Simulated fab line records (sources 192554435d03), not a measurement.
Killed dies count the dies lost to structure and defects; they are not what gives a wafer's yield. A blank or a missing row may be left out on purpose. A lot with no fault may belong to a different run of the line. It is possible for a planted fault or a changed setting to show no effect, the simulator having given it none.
Check for tools in common / flow n5 finfet / 10 lots, 30 wafers sampled

REASON IT WAS OPENED
At N5_BEOL_M3_INSPECT_59 the reading raw defect count is flagged on 3 of 10 lots. Fault-free wafers read 71, with a standard deviation of 21.
Rule: a lot is flagged in two cases, either no wafer of it has a number, or all its wafers with numbers fall more than 4 standard deviations from that mean. As for the other lots, they are considered sound.

lot=L592; measured=day 7 10:31; on=defect inspect-02; raw defect count, wafer by wafer=82 82 81; flag=
lot=L593; measured=day 7 20:11; on=defect inspect-01; raw defect count, wafer by wafer=70 55 53; flag=
lot=L595; measured=day 8 05:02; on=defect inspect-01; raw defect count, wafer by wafer=62 82 70; flag=
lot=L601; measured=day 9 14:31; on=defect inspect-02; raw defect count, wafer by wafer=40 62 56; flag=
lot=L604; measured=day 10 05:10; on=defect inspect-02; raw defect count, wafer by wafer=678 602 612; flag=FLAGGED
lot=L605; measured=day 10 13:57; on=defect inspect-02; raw defect count, wafer by wafer=606 643 613; flag=FLAGGED
lot=L607; measured=day 11 21:34; on=defect inspect-02; raw defect count, wafer by wafer=604 688 672; flag=FLAGGED
lot=L608; measured=day 11 21:50; on=defect inspect-01; raw defect count, wafer by wafer=74 90 57; flag=
lot=L612; measured=day 12 22:49; on=defect inspect-01; raw defect count, wafer by wafer=67 73 47; flag=
lot=L613; measured=day 13 05:26; on=defect inspect-02; raw defect count, wafer by wafer=68 100 47; flag=
Average over the flagged lots: 635; offset from the usual +564, equal to +27 standard deviations.

LOT BY LOT: THE TOOL USED
2 process steps preceding the reading are held in the record, out of 1938 steps in the route. Read each cell as the tool, then ch plus the chambers that the sampled wafers visited, then the start.
lot=L592; flag=; N5_BEOL_M3_PRE_CLEAN_56=pecvd-02 ch 0, day 7 10:22; N5_BEOL_M3_DEP_57=pecvd-02 ch 0, day 7 10:24
lot=L593; flag=; N5_BEOL_M3_PRE_CLEAN_56=pecvd-01 ch 1,2, day 7 20:05; N5_BEOL_M3_DEP_57=pecvd-01 ch 1,2, day 7 20:06
lot=L595; flag=; N5_BEOL_M3_PRE_CLEAN_56=pecvd-01 ch 0,1,2, day 8 04:55; N5_BEOL_M3_DEP_57=pecvd-01 ch 0,1,2, day 8 04:57
lot=L601; flag=; N5_BEOL_M3_PRE_CLEAN_56=pecvd-03 ch 0,1,2, day 9 14:24; N5_BEOL_M3_DEP_57=pecvd-03 ch 0,1,2, day 9 14:26
lot=L604; flag=FLAGGED; N5_BEOL_M3_PRE_CLEAN_56=pecvd-03 ch 0,2, day 10 05:03; N5_BEOL_M3_DEP_57=pecvd-03 ch 0,2, day 10 05:04
lot=L605; flag=FLAGGED; N5_BEOL_M3_PRE_CLEAN_56=pecvd-03 ch 0,1, day 10 13:50; N5_BEOL_M3_DEP_57=pecvd-03 ch 0,1, day 10 13:52
lot=L607; flag=FLAGGED; N5_BEOL_M3_PRE_CLEAN_56=pecvd-03 ch 0,2, day 11 21:26; N5_BEOL_M3_DEP_57=pecvd-03 ch 0,2, day 11 21:28
lot=L608; flag=; N5_BEOL_M3_PRE_CLEAN_56=pecvd-01 ch 1,2, day 11 21:43; N5_BEOL_M3_DEP_57=pecvd-01 ch 1,2, day 11 21:44
lot=L612; flag=; N5_BEOL_M3_PRE_CLEAN_56=pecvd-01 ch 0,1,2, day 12 22:42; N5_BEOL_M3_DEP_57=pecvd-01 ch 0,1,2, day 12 22:44
lot=L613; flag=; N5_BEOL_M3_PRE_CLEAN_56=pecvd-02 ch 0,1,2, day 13 05:20; N5_BEOL_M3_DEP_57=pecvd-02 ch 0,1,2, day 13 05:21
What the steps here do:
- N5_BEOL_M3_PRE_CLEAN_56: time 15 s.
- N5_BEOL_M3_DEP_57: deposits SiCN from 3MS/NH3, target thk 8 nm, time 14 s.
- N5_BEOL_M3_INSPECT_59: inspects for defects (darkfield).

FLAGGED AGAINST TOTAL, ONE TOOL AT A TIME (gauges that did the reading follow at the end)
step=N5_BEOL_M3_PRE_CLEAN_56; tool=pecvd-01; lots run=4; flagged=0; share of the flagged lots=none; sound lots run after its first flagged lot=-
step=N5_BEOL_M3_PRE_CLEAN_56; tool=pecvd-02; lots run=2; flagged=0; share of the flagged lots=none; sound lots run after its first flagged lot=-
step=N5_BEOL_M3_PRE_CLEAN_56; tool=pecvd-03; lots run=4; flagged=3; share of the flagged lots=all; sound lots run after its first flagged lot=0
step=N5_BEOL_M3_DEP_57; tool=pecvd-01; lots run=4; flagged=0; share of the flagged lots=none; sound lots run after its first flagged lot=-
step=N5_BEOL_M3_DEP_57; tool=pecvd-02; lots run=2; flagged=0; share of the flagged lots=none; sound lots run after its first flagged lot=-
step=N5_BEOL_M3_DEP_57; tool=pecvd-03; lots run=4; flagged=3; share of the flagged lots=all; sound lots run after its first flagged lot=0
step=N5_BEOL_M3_INSPECT_59; tool=defect inspect-01; lots run=4; flagged=0; share of the flagged lots=none; sound lots run after its first flagged lot=-
step=N5_BEOL_M3_INSPECT_59; tool=defect inspect-02; lots run=6; flagged=3; share of the flagged lots=all; sound lots run after its first flagged lot=1 (L613)

WHAT THE TABLE ALLOWS
Every flagged lot was run by 3 rows of the table: pecvd-03 at N5_BEOL_M3_PRE_CLEAN_56, pecvd-03 at N5_BEOL_M3_DEP_57 and defect inspect-02 at N5_BEOL_M3_INSPECT_59.
- pecvd-03 at N5_BEOL_M3_PRE_CLEAN_56: 3 of its 4 lots flagged. It ran its last sound lot, L601, at day 9 14:24 and its first flagged lot, L604, at day 10 05:03: a fault with its onset between the two fits.
- pecvd-03 at N5_BEOL_M3_DEP_57: 3 of its 4 lots flagged. It ran its last sound lot, L601, at day 9 14:26 and its first flagged lot, L604, at day 10 05:04: a fault with its onset between the two fits.
- defect inspect-02 at N5_BEOL_M3_INSPECT_59: 3 of its 6 lots flagged. Lots that were sound ran on it after the first flagged one (L613); a persistent fault on the entire tool would not allow that.
pecvd-03 at N5_BEOL_M3_PRE_CLEAN_56 and N5_BEOL_M3_DEP_57 is the single tool remaining.

WHAT THE SIMULATOR HAD INSERTED
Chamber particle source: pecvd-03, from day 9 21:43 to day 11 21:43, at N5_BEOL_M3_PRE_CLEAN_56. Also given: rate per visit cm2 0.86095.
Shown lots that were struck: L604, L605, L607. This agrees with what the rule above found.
